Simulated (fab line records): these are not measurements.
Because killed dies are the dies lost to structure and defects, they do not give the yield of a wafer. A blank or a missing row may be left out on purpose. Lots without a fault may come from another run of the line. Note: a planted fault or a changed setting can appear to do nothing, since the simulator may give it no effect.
Matching of chambers -- flow nand harc -- rie diel-04 running NHARC_A_STAIRCASE_TRIM_12: 4 sister chambers
The step chemistry O2, time 211.2 s. 4 wafers are shown with their chamber, then 9 later ones without.

WAFERS, EACH WITH ITS CHAMBER
wafer,chamber,drypump motor current A (A)
L086.4,2,5.8
L088.4,3,6.2
L091.4,0,4.7
L091.6,1,5.0

WAFERS WHOSE CHAMBER IS MISSING
wafer,drypump motor current A (A)
L094.4,5.0
L094.5,4.9
L094.6,4.6
L093.3,4.9
L093.5,4.9
L093.6,4.6
L095.1,6.2
L095.2,4.9
L095.5,6.2

WHICH CHAMBER EACH WENT THROUGH
wafer,from the rows above,in truth
L094.4,1,1
L094.5,can't be placed: 1 or 0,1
L094.6,0,0
L093.3,can't be placed: 1 or 0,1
L093.5,can't be placed: 1 or 0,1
L093.6,0,0
L095.1,3,3
L095.2,can't be placed: 1 or 0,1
L095.5,3,3
5 of 9 placed correctly. Cannot be placed on the basis of these rows: 4; the candidates contain the true chamber in 4. Number placed wrongly: 0.
How it was worked out, from the rows above alone: a wafer's distance from a chamber is the root of the sum, over the readings, of the square of ((its reading less the chamber's mean) divided by the reading's scatter). The wafer belongs to the nearest chamber; if the next one is less than 2 further off, it can't be placed. For every chamber, the mean is computed from those of its wafers that are shown. The scatter: root of mean squared gap, hidden wafer to nearest shown wafer, with one shown wafer a chamber.
